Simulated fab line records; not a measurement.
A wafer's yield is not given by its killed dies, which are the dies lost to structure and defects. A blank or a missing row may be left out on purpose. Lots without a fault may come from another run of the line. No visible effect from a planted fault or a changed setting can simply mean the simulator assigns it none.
Problem report, 8D (eight disciplines) form, completed by code    flow nand-harc    the parts of the form that need people (team, actions taken, sign-off) are left out

1. THE PROBLEM
Mean of thk-nm at NHARC_P_BONDPAD_THK_MEAS_20: 128.6 nm across 3 wafers in 2 lots; on wafers with no fault it is 160.6 nm (standard deviation 1.5). Relative to the usual mean, that is a shift of -21 standard deviations.
The step: measures by xrf.
The first sign was on wafer L622.3 at day 14 23:10, on film-metro-02. The record holds 42 wafers of 14 lots with a number at this step. Rule for "out" (also "out of limits"): further than 4 standard deviations from the usual mean. The rest of the wafers with a number are treated as sound.

2. WHAT IT IS, WHAT IT ISN'T
question                     is                            is not
which readings at this step  thk-nm                        -
which lots                   L622, L623                    L602, L603, L607, L608, L609, L610, L611, L612, L613, L614, L615, L616
which wafers of those lots   L622.3, L623.1, L623.2        L622.5, L622.6, L623.6
read on which gauges         film-metro-01, film-metro-02  -
when                         from day 14 23:10             up to then (38 sound wafers); but 1 sound wafer of L623 came after

3. THE SUSPECTS, EACH WITH WHAT RULES IT OUT
Counting: a tool at a process step up to the reading stays a suspect if it ran every lot that is out. Sound lots after the first of them don't rule it out here, since some wafers of a struck lot are sound.
- ruled out: the gauge at NHARC_P_BONDPAD_THK_MEAS_20. 2 gauges (film-metro-01, film-metro-02) read the wafers that are out.
- rie-diel-02 at NHARC_P_BONDPAD_DESCUM_11 (chemistry O2, time 3 s): kept. It ran every lot that is out, first L622 (day 14 20:49); its last sound lot up to then is L616 (day 12 13:03).
- pvd-sputter-01 at NHARC_P_BONDPAD_PVD_27 (deposits Cu, target thk 30 nm, time 20.49 s): kept. It ran every lot that is out, first L622 (day 14 22:13); its last sound lot up to then is L613 (day 11 10:23). With no start given for some of its lots, NHARC_P_BONDPAD_PVD_27 uses the hours and lot order of NHARC_P_BONDPAD_ECD_18.
- ecd-cu-02 at NHARC_P_BONDPAD_ECD_18 (material Cu, target thk 400 nm): kept. It ran every lot that is out, first L622 (day 14 22:13); its last sound lot up to then is L615 (day 12 03:44).
- rtp-anneal-02 at NHARC_P_BONDPAD_ANNEAL_28 (time 90 s): kept. It ran every lot that is out, first L622 (day 14 22:36); its last sound lot up to then is L614 (day 11 15:27).
Left after counting: rie-diel-02 at NHARC_P_BONDPAD_DESCUM_11, pvd-sputter-01 at NHARC_P_BONDPAD_PVD_27, ecd-cu-02 at NHARC_P_BONDPAD_ECD_18, rtp-anneal-02 at NHARC_P_BONDPAD_ANNEAL_28.

4. THE CAUSE (what the simulator had put in)
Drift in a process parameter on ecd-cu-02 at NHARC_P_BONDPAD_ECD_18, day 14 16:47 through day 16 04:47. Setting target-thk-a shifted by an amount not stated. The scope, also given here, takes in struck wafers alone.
This tool is one of the 4 suspects left after counting.

5. THE EFFECT CHAIN, in route order
Each row: a reading where the mean over the struck wafers with a number is more than 3 standard deviations away from the usual. Only readings whose record carries a usual standard deviation are examined. hours: median over the lots of the time between each lot's start at the first step of this table that gives one and its start at this step. sigmas: the change, counted in usual standard deviations.
hours  step                         reading  usual     on struck wafers  change  sigmas
0      NHARC_P_BONDPAD_THK_MEAS_20  thk-nm   160.6 nm  128.6             -32.0   -21

6. HOW IT WOULD HAVE BEEN CAUGHT EARLIER
In this record the first reading out of limits at a measuring or inspecting step was taken at day 14 23:10, 6 hours after the fault began at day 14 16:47.
Of the lots that are out (2), L623 began NHARC_P_BONDPAD_ECD_18 on ecd-cu-02 after day 14 23:10. Putting the tool on hold at that point would have spared it.
